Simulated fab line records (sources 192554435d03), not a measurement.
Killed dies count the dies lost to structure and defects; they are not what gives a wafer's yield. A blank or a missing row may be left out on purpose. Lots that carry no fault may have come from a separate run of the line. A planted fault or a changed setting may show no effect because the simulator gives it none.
Problem report, 8D (eight disciplines) form, completed by code ; flow n5Finfet ; the parts of the form that need people (team, actions taken, sign-off) are left out

== 1. WHAT WENT WRONG ==
Mean of runLengthS at N5_FIN_CUT_CUT_ETCH_26: 76.3 s across 2 wafers in 2 lots; on wafers with no fault it is 79.0 s (standard deviation 0.49). Measured from the usual mean, that is -5.4 standard deviations.
The step: etches SiNx in CH3F/O2, target depth 39 nm, time 55.7 s.
The first sign was on wafer L933.3 at day 4 07:13, on rieDiel-02. The record has a number at this step for 16 wafers belonging to 6 lots. By rule, "out" or "out of limits" means more than 4 standard deviations away from the usual mean. All remaining wafers that have a number are taken as sound.

== 2. WHAT IT IS, AND WHAT IT ISN'T ==
question;is;is not
which readings at this step;runLengthS;drypumpMotorCurrentA, oesProductAu, rfVppV, showerheadPlenumPTorr, throttleValvePct
which lots;L933, L934;L930, L942, L947, L948
which wafers of those lots;L933.3, L934.3;L933.5, L934.4
read on which tools;rieDiel-02;rieDiel-04, rieDiel-05
when;from day 4 07:13;"up to then (4 sound wafers); but 10 sound wafers of L934, L942, L947, L948 came after"

== 3. THE SUSPECTS, EACH WITH WHAT RULES IT OUT ==
Counting: if a tool at a process step up to the reading ran every lot that is out, it stays a suspect. Sound lots after the first of them don't rule it out here, since some wafers of a struck lot are sound.
- rieDiel-02 at N5_FIN_CUT_DESCUM_13 (chemistry O2, time 7 s): kept. It processed each lot that is out (first: L933, day 4 06:47); up to then, its last sound lot is L930 (day 3 09:47).
- rieDiel-02 at N5_FIN_CUT_ETCH_30 (etches underlayer in N2/H2, target depth 13 nm, time 10.4 s): kept. It processed each lot that is out (first: L933, day 4 06:49); up to then, its last sound lot is L930 (day 3 09:50).
- rieDiel-02 at N5_FIN_CUT_ETCH_21 (etches SOC in N2/H2, target depth 219 nm, overetch 43.8 nm, time 523.5 s): kept. It processed each lot that is out (first: L933, day 4 06:52); up to then, its last sound lot is L930 (day 3 09:53).
- rieDiel-02 at N5_FIN_CUT_STRIP_24 (strips in CF4): kept. It processed each lot that is out (first: L933, day 4 07:11); up to then, its last sound lot is L930 (day 3 10:13).
- rieDiel-02 at N5_FIN_CUT_CUT_ETCH_26 (etches SiNx in CH3F/O2, target depth 39 nm, time 55.7 s): kept. It processed each lot that is out (first: L933, day 4 07:13); up to then, its last sound lot is L930 (day 3 10:14). On those wafers its own readings are out: runLengthS.
- Within rieDiel-02 at N5_FIN_CUT_DESCUM_13: the wafers that are out ran in chambers 1, 2; their sound lot-mates ran in chamber 0.
- Within rieDiel-02 at N5_FIN_CUT_ETCH_30: the wafers that are out ran in chambers 1, 2; their sound lot-mates ran in chamber 0.
- Within rieDiel-02 at N5_FIN_CUT_ETCH_21: the wafers that are out ran in chambers 1, 2; their sound lot-mates ran in chamber 0.
- Within rieDiel-02 at N5_FIN_CUT_STRIP_24: the wafers that are out ran in chambers 1, 2; their sound lot-mates ran in chamber 0.
- Within rieDiel-02 at N5_FIN_CUT_CUT_ETCH_26: the wafers that are out ran in chambers 1, 2; their sound lot-mates ran in chamber 0.
Left after counting: rieDiel-02 at N5_FIN_CUT_DESCUM_13, rieDiel-02 at N5_FIN_CUT_ETCH_30, rieDiel-02 at N5_FIN_CUT_ETCH_21, rieDiel-02 at N5_FIN_CUT_STRIP_24, rieDiel-02 at N5_FIN_CUT_CUT_ETCH_26.

== 4. THE CAUSE (what the simulator had put in) ==
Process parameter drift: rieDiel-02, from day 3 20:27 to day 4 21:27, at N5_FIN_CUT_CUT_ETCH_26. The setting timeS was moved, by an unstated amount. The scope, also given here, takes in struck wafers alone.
Of the 5 suspects that counting leaves, this tool is one.

== 5. THE EFFECT CHAIN, in route order ==
Rows list readings where the struck wafers' mean (over those with a number) sits beyond 3 standard deviations from the usual. Scope: only readings with a usual standard deviation given in the record; hours: median across lots of the time from each lot's start at the first step in this table that gives one to its start at this step; sigmas: change in usual standard deviations.
hours;step;reading;usual;on struck wafers;change;sigmas
0;N5_FIN_CUT_CUT_ETCH_26;runLengthS;79.0 s;76.3;-2.7;-5.4
Here are the process steps it includes:
- N5_FIN_CUT_CUT_ETCH_26: etches SiNx in CH3F/O2, target depth 39 nm, time 55.7 s.
Later measuring or inspecting steps at which every struck wafer that the step has a row for has a number for every such reading, and none has moved that far: N5_BEOL_M4_RC_MEAS_101.

== 6. WHAT WOULD HAVE CAUGHT IT SOONER ==
11 hours passed between the start of the fault at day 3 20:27 and the first reading out of limits in this record, taken at day 4 07:13.
